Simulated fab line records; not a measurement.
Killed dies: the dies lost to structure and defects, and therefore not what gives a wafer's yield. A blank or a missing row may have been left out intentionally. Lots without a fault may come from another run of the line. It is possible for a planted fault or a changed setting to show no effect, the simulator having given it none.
fab line records + flow nandHarc + part 1 of 2: steps 1 to 4 of 6
record:
- lots: 23
- wafers: 69
- lastDay: 34
route steps=1302 shown A_STAIRCASE@675
lots that met no fault: taken from a fault-free run of the same line
startH: start of the lot's first displayed wafer, in hours after the record's first day + waitH: how many hours have passed since the lot's step before this one + " unchanged from the row above + L1.1+2: several wafers, shown together as one row + - either no value or no given start + * or withheld: withheld + < > ~ a bound
route shown NAME@n: a module of which the file shows steps, and the number in the route of the first + usual: mean and standard deviation over wafers with no fault + same: alike in all rows + chamber/n: place in a boat + sites: readings site by site + _std_site: standard deviation of those values + _edge_site: outer sites' mean less inner sites' + radiusMm: for every site, how far away it sits from the centre of the wafer + mask NAME#n: copy n + behind: the most recent tool/chamber to have shaped the wafer + hold: why the lot was held/for how many hours/how that ended + device: the n, p or np transistor that did not switch + end of line: at the end of the route, the tests of the same wafers + a step with no rows: only its recipe + killed: dies that structure and defects cost at the first sort, which is not the same as the wafer's yield + map: shows each die of a wafer: x if killed, . if not, _ if none is there
set.NAME: the setting as run; set.NAME@STEP: as run at that earlier step + model.NAME: the simulator's own value behind a step, which no gauge read
a sample of lots followed through the steps of the route, with each step as a table and each wafer as a row
services: a tool's chamber out of use, with start hour (startH, from the record's first day; less than 0 if before it), hours out, and reason
== steps ==
step: NHARC_A_STAIRCASE_ETCH_19
recipe:
- targetDepthA: 1000
- timeS: 40.5
- ionEnergyEv: 400
- c4f8FlowSccm: 20
- o2FlowSccm: 10
- arFlowSccm: withheld
- rfW: 600
- biasW: 1000
- chemistry: C4F8/O2
usual:
- oesProductAu: 0.943/0.0091
- rfVppV: 898/5.8
| lot.wafer | tool       | chamber | startH | waitH | oesProductAu | rfHoursCounterH | rfVppV |
|-----------|------------|---------|--------|-------|--------------|-----------------|--------|
| L074.3    | rieDiel-04 | 1       | -      | -     | 0.946        | 49              | 892    |
| L074.2    | "          | 3       | "      | "     | 0.941        | 52              | 884    |
| L074.1    | "          | 0       | "      | "     | 0.939        | 55              | 889    |
| L075.1    | rieDiel-06 | 1       | -      | -     | 0.941        | 19              | 907    |
| L075.2    | "          | 2       | "      | "     | 0.954        | 13              | 898    |
| L075.4    | "          | 0       | "      | "     | 0.940        | 21              | 896    |
| L076.3    | rieDiel-01 | 3       | -      | -     | 0.941        | 55              | 905    |
| L076.6    | "          | 0       | "      | "     | 0.925        | -               | 891    |
| L076.5    | "          | 1       | "      | "     | 0.940        | -               | 893    |
| L077.2    | rieDiel-06 | 3       | -      | -     | 0.943        | 21              | 903    |
| L077.1    | "          | 0       | "      | "     | 0.944        | 26              | 894    |
| L077.3    | "          | 1       | "      | "     | 0.939        | 23              | 905    |
| L078.4    | rieDiel-01 | 2       | -      | -     | 0.940        | 1               | 906    |
| L078.1    | "          | 3       | "      | "     | 0.944        | 1               | 905    |
| L078.5    | "          | 2       | "      | "     | 0.944        | -               | 905    |
| L079.4    | rieDiel-04 | 2       | -      | -     | 0.929        | 15              | 899    |
| L079.6    | "          | 2       | "      | "     | 0.933        | -               | 898    |
| L079.5    | "          | 3       | "      | "     | 0.939        | -               | 904    |
| L080.2    | rieDiel-04 | 0       | -      | -     | 0.921        | 14              | 890    |
| L080.1    | "          | 2       | "      | "     | 0.932        | 18              | 899    |
| L080.4    | "          | 3       | "      | "     | 0.919        | 16              | 905    |
| L082.2    | rieDiel-01 | 1       | -      | -     | 0.939        | 12              | 893    |
| L082.6    | "          | 0       | "      | "     | 0.953        | -               | 891    |
| L082.5    | "          | 1       | "      | "     | 0.947        | -               | 893    |
| L081.2    | rieDiel-06 | 2       | -      | -     | 0.942        | 30              | 899    |
| L081.3    | "          | 3       | "      | "     | 0.934        | 36              | 902    |
| L081.6    | "          | 1       | "      | "     | 0.935        | -               | 906    |
| L085.3    | rieDiel-01 | 0       | -      | -     | 0.945        | 20              | 891    |
| L085.4    | "          | 1       | "      | "     | 0.939        | 22              | 893    |
| L085.2    | "          | 2       | "      | "     | 0.955        | 22              | 905    |
| L084.2    | rieDiel-06 | 3       | -      | -     | 0.948        | 46              | 903    |
| L084.4    | "          | 2       | "      | "     | 0.945        | 42              | 897    |
| L084.6    | "          | 3       | "      | "     | 0.940        | -               | 903    |
| L083.2    | rieDiel-06 | 1       | -      | -     | 0.940        | 46              | 905    |
| L083.4    | "          | 2       | "      | "     | 0.949        | 42              | 898    |
| L083.5    | "          | 3       | "      | "     | 0.956        | -               | 902    |
| L086.3    | rieDiel-06 | 1       | -      | -     | 0.929        | 52              | 905    |
| L086.2    | "          | 2       | "      | "     | 0.957        | 48              | 900    |
| L086.5    | "          | 0       | "      | "     | 0.930        | -               | 894    |
| L087.3    | rieDiel-01 | 1       | -      | -     | 0.951        | 35              | 892    |
| L087.2    | "          | 3       | "      | "     | 0.946        | 28              | 904    |
| L087.4    | "          | 0       | "      | "     | 0.952        | 34              | 890    |
| L089.4    | rieDiel-04 | 2       | -      | -     | 0.935        | 47              | 899    |
| L089.1    | "          | 0       | "      | "     | 0.958        | 39              | 891    |
| L089.2    | "          | 1       | "      | "     | 0.941        | 47              | 892    |
| L090.2    | rieDiel-06 | 1       | -      | -     | 0.947        | 5               | 905    |
| L090.3    | "          | 2       | "      | "     | 0.952        | 6               | 898    |
| L090.6    | "          | 3       | "      | "     | 0.943        | -               | 904    |
| L091.1    | rieDiel-01 | 1       | -      | -     | 0.955        | 54              | 891    |
| L091.3    | "          | 2       | "      | "     | 0.945        | 56              | 906    |
| L091.4    | "          | 3       | "      | "     | 0.956        | 50              | 905    |
| L092.1    | rieDiel-06 | 1       | -      | -     | 0.942        | 16              | 906    |
| L092.6    | "          | 1       | "      | "     | 0.941        | -               | 905    |
| L092.5    | "          | 0       | "      | "     | 0.942        | -               | 894    |
| L093.3    | rieDiel-06 | 0       | -      | -     | 0.946        | 19              | 895    |
| L093.1    | "          | 2       | "      | "     | 0.938        | 16              | 899    |
| L093.5    | "          | 2       | "      | "     | 0.948        | -               | 898    |
| L094.3    | rieDiel-04 | 1       | -      | -     | 0.942        | 4               | 890    |
| L094.4    | "          | 2       | "      | "     | 0.929        | 3               | 899    |
| L094.5    | "          | 1       | "      | "     | 0.939        | -               | 891    |
| L095.1    | rieDiel-04 | 3       | -      | -     | 0.939        | 9               | 904    |
| L095.4    | "          | 2       | "      | "     | 0.947        | 8               | 899    |
| L095.5    | "          | 0       | "      | "     | 0.947        | -               | 889    |
| L096.3    | rieDiel-06 | 1       | -      | -     | 0.938        | 28              | 903    |
| L096.4    | "          | 2       | "      | "     | 0.957        | 24              | 898    |
| L096.5    | "          | 0       | "      | "     | 0.938        | -               | 894    |
| L097.4    | rieDiel-04 | 1       | -      | -     | 0.937        | 12              | 891    |
| L097.1    | "          | 2       | "      | "     | 0.939        | 12              | 898    |
| L097.5    | "          | 0       | "      | "     | 0.955        | -               | 889    |
step: NHARC_A_STAIRCASE_TRIM_22
recipe:
- timeS: 211.2
- o2FlowSccm: 500
- arFlowSccm: 0
- biasW: 0
- chemistry: O2
usual:
- drypumpMotorCurrentA: 6.0/0.36
- oesProductAu: 1.003/0.0056
- rfVppV: 57.8/0.91
- showerheadPlenumPTorr: 3.58/0.18
- throttleValvePct: 17.036/0.0089
| lot.wafer | tool       | chamber | startH | waitH | drypumpMotorCurrentA | oesProductAu | rfHoursCounterH | rfVppV | showerheadPlenumPTorr | throttleValvePct |
|-----------|------------|---------|--------|-------|----------------------|--------------|-----------------|--------|-----------------------|------------------|
| L074.3    | rieDiel-01 | 0       | -      | -     | 5.6                  | 0.982        | 50              | 57.9   | 3.41                  | 17.017           |
| L074.2    | "          | 1       | "      | "     | 5.4                  | 1.007        | 48              | 57.7   | 3.46                  | 17.049           |
| L074.1    | "          | 3       | "      | "     | 5.9                  | 1.005        | 47              | 56.4   | 3.78                  | 17.032           |
| L075.2    | rieDiel-04 | 0       | -      | -     | 6.2                  | 1.006        | 0               | 56.6   | 3.37                  | 17.036           |
| L075.1    | "          | 2       | "      | "     | 6.3                  | 0.998        | 0               | 58.7   | 3.63                  | 17.045           |
| L075.4    | "          | 3       | "      | "     | 5.5                  | 1.012        | 0               | 58.1   | 3.81                  | 17.037           |
| L076.3    | rieDiel-04 | 0       | -      | -     | 6.2                  | 1.008        | 1               | 56.8   | 3.37                  | 17.031           |
| L076.6    | "          | 2       | "      | "     | 6.3                  | 1.003        | -               | 56.9   | 3.63                  | 17.041           |
| L076.5    | "          | 3       | "      | "     | 5.5                  | 0.996        | -               | 59.5   | 3.81                  | 17.033           |
| L077.3    | rieDiel-04 | 3       | -      | -     | 5.5                  | 1.007        | 4               | 59.2   | 3.81                  | 17.040           |
| L077.1    | "          | 0       | "      | "     | 6.2                  | 1.000        | 4               | 56.1   | 3.37                  | 17.032           |
| L077.2    | "          | 1       | "      | "     | 6.3                  | 1.004        | 5               | 57.8   | 3.43                  | 17.035           |
| L078.4    | rieDiel-01 | 1       | -      | -     | 5.4                  | 1.009        | 2               | 56.1   | 3.45                  | 17.039           |
| L078.1    | "          | 2       | "      | "     | 6.1                  | 1.013        | 2               | 58.9   | 3.81                  | 17.041           |
| L078.5    | "          | 2       | "      | "     | 6.1                  | 1.009        | -               | 57.0   | 3.81                  | 17.037           |
| L079.4    | rieDiel-01 | 2       | -      | -     | 6.1                  | 1.012        | 5               | 57.5   | 3.81                  | 17.029           |
| L079.6    | "          | 3       | "      | "     | 6.0                  | 1.004        | -               | 57.5   | 3.77                  | 17.042           |
| L079.5    | "          | 0       | "      | "     | 5.6                  | 1.003        | -               | 58.8   | 3.40                  | 17.039           |
| L080.1    | rieDiel-01 | 3       | -      | -     | 5.9                  | 1.006        | 8               | 58.7   | 3.77                  | 17.035           |
| L080.2    | "          | 1       | "      | "     | 5.4                  | 0.999        | 10              | 57.0   | 3.45                  | 17.022           |
| L080.4    | "          | 2       | "      | "     | 6.1                  | 1.010        | -               | 57.2   | 3.80                  | 17.026           |
| L082.2    | rieDiel-04 | 0       | -      | -     | 6.2                  | 0.997        | 17              | 58.0   | 3.37                  | 17.031           |
| L082.6    | "          | 1       | "      | "     | 6.3                  | 1.001        | -               | 56.8   | 3.42                  | 17.042           |
| L082.5    | "          | 2       | "      | "     | 6.3                  | 1.005        | -               | 57.5   | 3.62                  | 17.038           |
| L081.3    | rieDiel-01 | 0       | -      | -     | 5.7                  | 1.007        | 10              | 58.3   | 3.40                  | 17.019           |
| L081.2    | "          | 2       | "      | "     | 6.1                  | 1.000        | 14              | 58.3   | 3.80                  | 17.031           |
| L081.6    | "          | 3       | "      | "     | 6.0                  | 1.005        | -               | 59.0   | 3.77                  | 17.055           |
| L085.4    | rieDiel-04 | 0       | -      | -     | 6.2                  | 0.993        | 26              | 57.2   | 3.36                  | 17.030           |
| L085.2    | "          | 1       | "      | "     | 6.3                  | 1.002        | 32              | 57.8   | 3.41                  | 17.039           |
| L085.3    | "          | 2       | "      | "     | 6.3                  | 0.997        | 33              | 58.1   | 3.61                  | 17.044           |
| L084.4    | rieDiel-04 | 3       | -      | -     | 5.5                  | 0.996        | 26              | 58.8   | 3.79                  | 17.042           |
| L084.2    | "          | 0       | "      | "     | 6.2                  | 0.999        | 26              | 56.8   | 3.36                  | 17.033           |
| L084.6    | "          | 3       | "      | "     | 5.5                  | 1.003        | -               | 58.6   | 3.79                  | 17.037           |
| L083.2    | rieDiel-01 | 1       | -      | -     | 5.4                  | 0.998        | 26              | 59.1   | 3.44                  | 17.042           |
| L083.4    | "          | 2       | "      | "     | 6.1                  | 1.012        | 24              | 60.6   | 3.79                  | 17.052           |
| L083.5    | "          | 1       | "      | "     | 5.4                  | 1.000        | -               | 57.5   | 3.44                  | 17.029           |
| L086.3    | rieDiel-04 | 2       | -      | -     | 6.3                  | 1.000        | 42              | 57.6   | 3.61                  | 17.024           |
| L086.2    | "          | 0       | "      | "     | 6.2                  | 1.001        | 32              | 59.1   | 3.36                  | 17.054           |
| L086.5    | "          | 3       | "      | "     | 5.4                  | 0.995        | -               | 59.0   | 3.79                  | 17.036           |
| L087.2    | rieDiel-01 | 2       | -      | -     | 6.1                  | 1.002        | 32              | 59.5   | 3.79                  | 17.043           |
| L087.4    | "          | 3       | "      | "     | 5.9                  | 0.999        | 28              | 59.4   | 3.76                  | 17.033           |
| L087.3    | "          | 0       | "      | "     | 5.6                  | 1.009        | 34              | 57.2   | 3.39                  | 17.055           |
| L089.1    | rieDiel-06 | 2       | -      | -     | 6.5                  | 1.000        | 2               | 58.0   | 3.58                  | 17.030           |
| L089.4    | "          | 3       | "      | "     | 6.5                  | 0.994        | 2               | 58.2   | 3.71                  | 17.048           |
| L089.2    | "          | 0       | "      | "     | 6.0                  | 0.992        | 2               | 56.6   | 3.48                  | 17.042           |
| L090.2    | rieDiel-01 | 0       | -      | -     | 5.7                  | 1.004        | 47              | 56.7   | 3.38                  | 17.039           |
| L090.3    | "          | 2       | "      | "     | 6.1                  | 1.003        | 48              | 58.8   | 3.78                  | 17.021           |
| L090.6    | "          | 2       | "      | "     | 6.1                  | 1.003        | -               | 58.3   | 3.78                  | 17.020           |
| L091.1    | rieDiel-01 | 0       | -      | -     | 5.7                  | 1.012        | 53              | 57.7   | 3.38                  | 17.053           |
| L091.4    | "          | 1       | "      | "     | 5.4                  | 0.998        | 54              | 57.6   | 3.42                  | 17.033           |
| L091.3    | "          | 2       | "      | "     | 6.1                  | 1.008        | 56              | 58.0   | 3.78                  | 17.045           |
| L092.1    | rieDiel-01 | 1       | -      | -     | 5.4                  | 0.998        | 56              | 58.5   | 3.42                  | 17.036           |
| L092.6    | "          | 1       | "      | "     | 5.4                  | 1.000        | -               | 57.7   | 3.42                  | 17.041           |
| L092.5    | "          | 2       | "      | "     | 6.1                  | 1.004        | -               | 58.5   | 3.77                  | 17.030           |
| L093.1    | rieDiel-04 | 0       | -      | -     | 6.2                  | 1.005        | 0               | 57.4   | 3.34                  | 17.043           |
| L093.3    | "          | 3       | "      | "     | 5.5                  | 1.007        | 0               | 59.7   | 3.78                  | 17.036           |
| L093.5    | "          | 0       | "      | "     | 6.2                  | 1.006        | -               | 56.4   | 3.34                  | 17.031           |
| L094.4    | rieDiel-04 | 3       | -      | -     | 5.5                  | 1.010        | 4               | 57.8   | 3.77                  | 17.014           |
| L094.3    | "          | 1       | "      | "     | 6.3                  | 0.997        | 4               | 56.3   | 3.40                  | 17.041           |
| L094.5    | "          | 3       | "      | "     | 5.4                  | 1.006        | -               | 58.1   | 3.77                  | 17.040           |
| L095.1    | rieDiel-01 | 3       | -      | -     | 5.9                  | 1.008        | 0               | 59.0   | 3.74                  | 17.032           |
| L095.4    | "          | 1       | "      | "     | 5.4                  | 1.008        | 0               | 55.7   | 3.42                  | 17.034           |
| L095.5    | "          | 0       | "      | "     | 5.7                  | 1.004        | -               | 56.4   | 3.37                  | 17.036           |
| L096.3    | rieDiel-04 | 3       | -      | -     | 5.5                  | 1.001        | 9               | 57.5   | 3.77                  | 17.029           |
| L096.4    | "          | 1       | "      | "     | 6.3                  | 1.007        | 8               | 57.2   | 3.40                  | 17.050           |
| L096.5    | "          | 0       | "      | "     | 6.2                  | 1.002        | -               | 57.5   | 3.34                  | 17.038           |
| L097.1    | rieDiel-06 | 1       | -      | -     | 6.4                  | 1.006        | 32              | 57.4   | 3.76                  | 17.032           |
| L097.4    | "          | 3       | "      | "     | 6.5                  | 1.008        | 23              | 57.5   | 3.70                  | 17.039           |
| L097.5    | "          | 2       | "      | "     | 6.5                  | 0.997        | -               | 57.5   | 3.57                  | 17.042           |
step: NHARC_A_STAIRCASE_TRIM_24
recipe:
- timeS: 211.2
- o2FlowSccm: 500
- arFlowSccm: 0
- biasW: 0
- chemistry: O2
usual:
- drypumpMotorCurrentA: 6.0/0.35
- oesProductAu: 1.002/0.0073
- rfVppV: 57.9/0.94
- showerheadPlenumPTorr: 3.59/0.18
- throttleValvePct: 17.036/0.0093
| lot.wafer | tool       | chamber | startH | waitH | drypumpMotorCurrentA | oesProductAu | rfHoursCounterH | rfVppV | showerheadPlenumPTorr | throttleValvePct |
|-----------|------------|---------|--------|-------|----------------------|--------------|-----------------|--------|-----------------------|------------------|
| L074.2    | rieDiel-01 | 2       | -      | -     | 6.1                  | 1.004        | 47              | 56.7   | 3.29                  | 17.047           |
| L074.1    | "          | 3       | "      | "     | 5.9                  | 1.011        | 47              | 57.7   | 3.78                  | 17.040           |
| L074.3    | "          | 0       | "      | "     | 5.7                  | 1.003        | 51              | 55.9   | 3.41                  | 17.025           |
| L075.1    | rieDiel-04 | 3       | -      | -     | 5.5                  | 1.002        | 0               | 57.6   | 3.81                  | 17.035           |
| L075.2    | "          | 0       | "      | "     | 6.2                  | 0.994        | 0               | 57.3   | 3.37                  | 17.056           |
| L075.4    | "          | 1       | "      | "     | 6.3                  | 1.001        | 0               | 58.0   | 3.43                  | 17.045           |
| L076.3    | rieDiel-04 | 0       | -      | -     | 6.2                  | 0.990        | 1               | 58.0   | 3.37                  | 17.024           |
| L076.6    | "          | 1       | "      | "     | 6.3                  | 0.994        | -               | 58.2   | 3.43                  | 17.036           |
| L076.5    | "          | 2       | "      | "     | 6.3                  | 1.000        | -               | 58.3   | 3.63                  | 17.036           |
| L077.1    | rieDiel-04 | 3       | -      | -     | 5.4                  | 0.998        | 4               | 58.3   | 3.81                  | 17.042           |
| L077.2    | "          | 0       | "      | "     | 6.2                  | 0.987        | 4               | 57.6   | 3.37                  | 17.032           |
| L077.3    | "          | 2       | "      | "     | 6.3                  | 0.998        | 5               | 57.2   | 3.63                  | 17.030           |
| L078.4    | rieDiel-01 | 2       | -      | -     | 6.1                  | 1.006        | 2               | 59.1   | 3.81                  | 17.037           |
| L078.1    | "          | 1       | "      | "     | 5.4                  | 1.006        | 2               | 59.1   | 3.45                  | 17.019           |
| L078.5    | "          | 3       | "      | "     | 5.9                  | 1.014        | -               | 58.2   | 3.77                  | 17.040           |
| L079.4    | rieDiel-01 | 0       | -      | -     | 5.7                  | 1.001        | 5               | 56.8   | 3.40                  | 17.030           |
| L079.6    | "          | 1       | "      | "     | 5.4                  | 0.993        | -               | 57.5   | 3.45                  | 17.035           |
| L079.5    | "          | 2       | "      | "     | 6.1                  | 1.006        | -               | 59.3   | 3.81                  | 17.040           |
| L080.1    | rieDiel-01 | 2       | -      | -     | 6.1                  | 1.002        | 11              | 59.4   | 3.80                  | 17.036           |
| L080.2    | "          | 3       | "      | "     | 5.9                  | 0.992        | 8               | 58.7   | 3.77                  | 17.034           |
| L080.4    | "          | 2       | "      | "     | 6.1                  | 1.003        | -               | 57.2   | 3.80                  | 17.048           |
| L082.2    | rieDiel-04 | 0       | -      | -     | 6.2                  | 1.006        | 17              | 57.5   | 3.36                  | 17.023           |
| L082.5    | "          | 0       | "      | "     | 6.2                  | 1.007        | -               | 57.4   | 3.36                  | 17.027           |
| L082.6    | "          | 1       | "      | "     | 6.3                  | 0.998        | -               | 57.6   | 3.42                  | 17.025           |
| L081.2    | rieDiel-01 | 1       | -      | -     | 5.4                  | 1.013        | 13              | 57.3   | 3.44                  | 17.030           |
| L081.3    | "          | 0       | "      | "     | 5.7                  | 1.016        | 11              | 58.1   | 3.40                  | 17.042           |
| L081.6    | "          | 1       | "      | "     | 5.4                  | 1.007        | -               | 57.1   | 3.44                  | 17.037           |
| L085.2    | rieDiel-04 | 2       | -      | -     | 6.3                  | 1.003        | 33              | 56.6   | 3.61                  | 17.031           |
| L085.4    | "          | 3       | "      | "     | 5.4                  | 1.003        | 25              | 59.0   | 3.79                  | 17.032           |
| L085.3    | "          | 0       | "      | "     | 6.2                  | 0.997        | 26              | 58.5   | 3.36                  | 17.048           |
| L084.4    | rieDiel-04 | 2       | -      | -     | 6.3                  | 0.996        | 34              | 58.4   | 3.61                  | 17.021           |
| L084.2    | "          | 3       | "      | "     | 5.5                  | 1.003        | 26              | 58.5   | 3.79                  | 17.023           |
| L084.6    | "          | 2       | "      | "     | 6.3                  | 0.996        | -               | 58.0   | 3.61                  | 17.022           |
| L083.2    | rieDiel-01 | 3       | -      | -     | 5.9                  | 0.994        | 19              | 58.4   | 3.76                  | 17.050           |
| L083.4    | "          | 1       | "      | "     | 5.4                  | 0.984        | 26              | 56.4   | 3.44                  | 17.029           |
| L083.5    | "          | 3       | "      | "     | 5.9                  | 1.000        | -               | 58.5   | 3.76                  | 17.061           |
| L086.3    | rieDiel-04 | 1       | -      | -     | 6.3                  | 1.003        | 40              | 59.0   | 3.41                  | 17.028           |
| L086.2    | "          | 2       | "      | "     | 6.3                  | 1.003        | 42              | 58.5   | 3.61                  | 17.033           |
| L086.5    | "          | 0       | "      | "     | 6.2                  | 0.998        | -               | 56.3   | 3.36                  | 17.014           |
| L087.2    | rieDiel-01 | 0       | -      | -     | 5.7                  | 0.994        | 36              | 57.9   | 3.39                  | 17.037           |
| L087.3    | "          | 2       | "      | "     | 6.1                  | 0.995        | 36              | 56.2   | 3.79                  | 17.047           |
| L087.4    | "          | 3       | "      | "     | 6.0                  | 1.004        | 32              | 59.8   | 3.76                  | 17.060           |
| L089.1    | rieDiel-06 | 0       | -      | -     | 6.0                  | 1.003        | 2               | 58.6   | 3.48                  | 17.031           |
| L089.2    | "          | 2       | "      | "     | 6.4                  | 1.009        | 2               | 58.7   | 3.58                  | 17.042           |
| L089.4    | "          | 3       | "      | "     | 6.5                  | 0.998        | 2               | 59.0   | 3.71                  | 17.034           |
| L090.2    | rieDiel-01 | 0       | -      | -     | 5.6                  | 1.008        | 47              | 56.1   | 3.38                  | 17.036           |
| L090.3    | "          | 3       | "      | "     | 5.9                  | 0.985        | 43              | 58.4   | 3.75                  | 17.051           |
| L090.6    | "          | 3       | "      | "     | 5.9                  | 1.005        | -               | 58.4   | 3.75                  | 17.047           |
| L091.4    | rieDiel-01 | 2       | -      | -     | 6.1                  | 1.021        | 56              | 58.8   | 3.78                  | 17.033           |
| L091.3    | "          | 3       | "      | "     | 5.9                  | 1.004        | 51              | 58.0   | 3.75                  | 17.038           |
| L091.1    | "          | 0       | "      | "     | 5.6                  | 1.014        | 53              | 57.0   | 3.38                  | 17.038           |
| L092.1    | rieDiel-01 | 0       | -      | -     | 5.6                  | 1.010        | 56              | 58.4   | 3.38                  | 17.045           |
| L092.5    | "          | 2       | "      | "     | 6.1                  | 1.012        | -               | 57.7   | 3.77                  | 17.034           |
| L092.6    | "          | 3       | "      | "     | 6.0                  | 1.007        | -               | 56.8   | 3.74                  | 17.035           |
| L093.1    | rieDiel-04 | 1       | -      | -     | 6.3                  | 1.001        | 0               | 58.5   | 3.40                  | 17.052           |
| L093.3    | "          | 3       | "      | "     | 5.5                  | 1.003        | 0               | 57.9   | 3.78                  | 17.043           |
| L093.5    | "          | 1       | "      | "     | 6.3                  | 0.989        | -               | 56.2   | 3.40                  | 17.049           |
| L094.3    | rieDiel-04 | 1       | -      | -     | 6.3                  | 1.003        | 4               | 56.5   | 3.40                  | 17.027           |
| L094.4    | "          | 2       | "      | "     | 6.3                  | 1.006        | 3               | 57.0   | 3.59                  | 17.031           |
| L094.5    | "          | 0       | "      | "     | 6.2                  | 1.009        | -               | 57.3   | 3.34                  | 17.032           |
| L095.4    | rieDiel-01 | 0       | -      | -     | 5.7                  | 1.008        | 0               | 57.8   | 3.37                  | 17.050           |
| L095.1    | "          | 2       | "      | "     | 6.1                  | 1.000        | 0               | 58.2   | 3.77                  | 17.037           |
| L095.5    | "          | 0       | "      | "     | 5.7                  | 0.991        | -               | 56.7   | 3.37                  | 17.046           |
| L096.4    | rieDiel-04 | 0       | -      | -     | 6.2                  | 1.004        | 8               | 56.8   | 3.34                  | 17.040           |
| L096.3    | "          | 1       | "      | "     | 6.3                  | 0.992        | 8               | 56.8   | 3.40                  | 17.028           |
| L096.5    | "          | 2       | "      | "     | 6.3                  | 0.998        | -               | 57.2   | 3.59                  | 17.015           |
| L097.4    | rieDiel-06 | 3       | -      | -     | 6.5                  | 0.992        | 23              | 58.8   | 3.70                  | 17.029           |
| L097.1    | "          | 1       | "      | "     | 6.4                  | 1.001        | 32              | 58.7   | 3.76                  | 17.033           |
| L097.5    | "          | 3       | "      | "     | 6.5                  | 0.999        | -               | 58.3   | 3.70                  | 17.037           |
step: NHARC_A_STAIRCASE_ETCH_197
recipe:
- targetDepthA: 1000
- timeS: 40.5
- ionEnergyEv: 400
- c4f8FlowSccm: 20
- o2FlowSccm: 10
- arFlowSccm: withheld
- rfW: 600
- biasW: 1000
- chemistry: C4F8/O2
usual:
- oesProductAu: 0.946/0.016
- rfVppV: 898/5.9
| lot.wafer | tool       | chamber | startH | waitH | oesProductAu | rfHoursCounterH | rfVppV |
|-----------|------------|---------|--------|-------|--------------|-----------------|--------|
| L074.1    | rieDiel-01 | 3       | -      | -     | 0.928        | 53              | 906    |
| L074.3    | "          | 1       | "      | "     | 0.931        | 53              | 893    |
| L074.2    | "          | 2       | "      | "     | 0.941        | 53              | 887    |
| L075.4    | rieDiel-06 | 3       | -      | -     | 0.946        | 18              | 904    |
| L075.1    | "          | 0       | "      | "     | 0.941        | 22              | 895    |
| L075.2    | "          | 1       | "      | "     | 0.933        | 20              | 904    |
| L076.3    | rieDiel-04 | 2       | -      | -     | 0.937        | 2               | 900    |
| L076.6    | "          | 0       | "      | "     | 0.945        | -               | 890    |
| L076.5    | "          | 1       | "      | "     | 0.944        | -               | 891    |
| L077.2    | rieDiel-04 | 0       | -      | -     | 0.933        | 5               | 890    |
| L077.3    | "          | 1       | "      | "     | 0.950        | 5               | 892    |
| L077.1    | "          | 3       | "      | "     | 0.946        | 5               | 906    |
| L078.4    | rieDiel-06 | 2       | -      | -     | 0.942        | 24              | 898    |
| L078.1    | "          | 3       | "      | "     | 0.929        | 28              | 905    |
| L078.5    | "          | 0       | "      | "     | 0.939        | -               | 894    |
| L079.4    | rieDiel-04 | 0       | -      | -     | 0.951        | 12              | 889    |
| L079.5    | "          | 3       | "      | "     | 0.936        | -               | 906    |
| L079.6    | "          | 0       | "      | "     | 0.941        | -               | 892    |
| L080.4    | rieDiel-01 | 2       | -      | -     | 0.925        | 11              | 904    |
| L080.2    | "          | 3       | "      | "     | 0.923        | 9               | 904    |
| L080.1    | "          | 1       | "      | "     | 0.918        | 11              | 894    |
| L082.2    | rieDiel-01 | 2       | -      | -     | 0.955        | 15              | 907    |
| L082.6    | "          | 1       | "      | "     | 0.945        | -               | 894    |
| L082.5    | "          | 2       | "      | "     | 0.945        | -               | 905    |
| L081.2    | rieDiel-04 | 2       | -      | -     | 0.981        | 24              | 899    |
| L081.3    | "          | 0       | "      | "     | 0.958        | 19              | 890    |
| L081.6    | "          | 1       | "      | "     | 0.972        | -               | 892    |
| L085.2    | rieDiel-06 | 2       | -      | -     | 0.951        | 43              | 897    |
| L085.4    | "          | 3       | "      | "     | 0.939        | 46              | 903    |
| L085.3    | "          | 0       | "      | "     | 0.939        | 48              | 894    |
| L084.4    | rieDiel-01 | 0       | -      | -     | 0.958        | 24              | 891    |
| L084.2    | "          | 1       | "      | "     | 0.945        | 27              | 892    |
| L084.6    | "          | 2       | "      | "     | 0.954        | -               | 905    |
| L083.2    | rieDiel-06 | 2       | -      | -     | 0.988        | 44              | 898    |
| L083.4    | "          | 1       | "      | "     | 0.974        | 47              | 905    |
| L083.5    | "          | 2       | "      | "     | 0.988        | -               | 899    |
| L086.2    | rieDiel-04 | 3       | -      | -     | 0.931        | 35              | 905    |
| L086.3    | "          | 1       | "      | "     | 0.927        | 44              | 891    |
| L086.5    | "          | 3       | "      | "     | 0.930        | -               | 905    |
| L087.4    | rieDiel-01 | 3       | -      | -     | 0.942        | 34              | 903    |
| L087.3    | "          | 0       | "      | "     | 0.945        | 38              | 890    |
| L087.2    | "          | 1       | "      | "     | 0.951        | 39              | 891    |
| L089.1    | rieDiel-06 | 3       | -      | -     | 0.951        | 4               | 902    |
| L089.2    | "          | 0       | "      | "     | 0.946        | 4               | 895    |
| L089.4    | "          | 2       | "      | "     | 0.948        | 3               | 898    |
| L090.2    | rieDiel-06 | 2       | -      | -     | 0.981        | 6               | 897    |
| L090.3    | "          | 0       | "      | "     | 0.973        | 7               | 894    |
| L090.6    | "          | 1       | "      | "     | 0.986        | -               | 906    |
| L091.1    | rieDiel-06 | 1       | -      | -     | 0.943        | 14              | 905    |
| L091.3    | "          | 2       | "      | "     | 0.938        | 13              | 898    |
| L091.4    | "          | 0       | "      | "     | 0.935        | -               | 895    |
| L092.1    | rieDiel-06 | 1       | -      | -     | 0.928        | 17              | 903    |
| L092.6    | "          | 0       | "      | "     | 0.932        | -               | 896    |
| L092.5    | "          | 1       | "      | "     | 0.928        | -               | 905    |
| L093.3    | rieDiel-01 | 2       | -      | -     | 0.945        | 60              | 905    |
| L093.1    | "          | 0       | "      | "     | 0.947        | 57              | 890    |
| L093.5    | "          | 2       | "      | "     | 0.947        | -               | 905    |
| L094.4    | rieDiel-04 | 0       | -      | -     | 0.948        | 6               | 889    |
| L094.3    | "          | 1       | "      | "     | 0.938        | 5               | 890    |
| L094.5    | "          | 3       | "      | "     | 0.949        | -               | 906    |
| L095.4    | rieDiel-04 | 1       | -      | -     | 0.945        | 9               | 893    |
| L095.1    | "          | 2       | "      | "     | 0.956        | 9               | 898    |
| L095.5    | "          | 3       | "      | "     | 0.932        | -               | 905    |
| L096.3    | rieDiel-01 | 3       | -      | -     | 0.964        | 2               | 903    |
| L096.4    | "          | 2       | "      | "     | 0.953        | 2               | 906    |
| L096.5    | "          | 3       | "      | "     | 0.956        | -               | 904    |
| L097.1    | rieDiel-06 | 3       | -      | -     | 0.941        | 24              | 904    |
| L097.4    | "          | 2       | "      | "     | 0.950        | 30              | 897    |
| L097.5    | "          | 3       | "      | "     | 0.941        | -               | 903    |
